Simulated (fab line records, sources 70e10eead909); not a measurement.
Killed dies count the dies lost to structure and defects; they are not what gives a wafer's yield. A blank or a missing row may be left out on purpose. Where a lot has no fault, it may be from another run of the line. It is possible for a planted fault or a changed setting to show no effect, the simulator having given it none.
2 desks, one fault ; flow nand-harc ; only its own numbers are on each desk; what lay behind them is given at the end

== FROM THE METROLOGY DESK ==
What the gauges read for every lot (on any tool): the sampled wafers with a number, averaged. Any lot whose mean is over 4 standard deviations away from the usual mean is out of limits and marked OUT; that distance is given in the brackets.
Columns: A = cd-nm at NHARC_P_GATE_CD_MEAS_91, usual 2000.0 nm
lot;first seen here;A
L963;day 5 11:43;1998.4
L966;day 6 00:20;1999.8
L965;day 6 01:04;1999.1
L967;day 6 08:04;2000.9
L970;day 7 01:31;1997.9
L969;day 7 02:01;2001.5
L971;day 7 13:05;2003.8
L972;day 7 13:35;1999.6
L973;day 7 23:44;2002.1
L974;day 8 00:35;1998.1
L981;day 9 17:52;1997.4
L985;day 10 22:17;2000.6
L986;day 10 22:29;2001.5
This desk's verdict: no lot among the 13 shows anything out of limits.

== THE DEFECT DESK ==
What the inspections along the route counted, lot by lot: means of the sampled wafers that have a number. Any lot whose mean is over 4 standard deviations away from the usual mean is out of limits and marked OUT; that distance is given in the brackets.
Columns: A = raw-defect-count at NHARC_P_GATE_INSPECT_68, usual 220
lot;first seen here;A
L963;day 5 14:55;190
L966;day 6 03:25;193
L965;day 6 04:13;133
L967;day 6 11:10;240
L970;day 7 04:37;210
L969;day 7 05:25;211
L971;day 7 16:10;210
L972;day 7 16:48;231
L973;day 8 02:54;845 (+7.7) OUT
L974;day 8 03:40;844 (+7.7) OUT
L981;day 9 20:57;205
L985;day 11 01:40;271
L986;day 11 01:58;222
This desk finds L973, L974 out of limits, L973 being first, at day 8 02:54 (raw-defect-count at NHARC_P_GATE_INSPECT_68). Within limits: L963, L966, L965, L967, L970, L969, L971, L972, L981, L985, L986.

== TAKEN TOGETHER ==
The defect desk could have raised an alarm at day 8 02:54, on L973, L974.
Nothing out of limits was seen by the metrology desk.
The metrology desk has L973, L974 on record, within its limits.
Every lot named ran NHARC_P_GATE_STRIP_106 on rie-diel-04.

== WHAT THE SIMULATOR HAD PUT IN ==
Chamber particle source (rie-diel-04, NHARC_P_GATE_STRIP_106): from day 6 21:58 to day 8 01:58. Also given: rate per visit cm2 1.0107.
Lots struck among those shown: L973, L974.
Hours from the fault's start to each desk's first reading out of limits: the defect desk, 29.
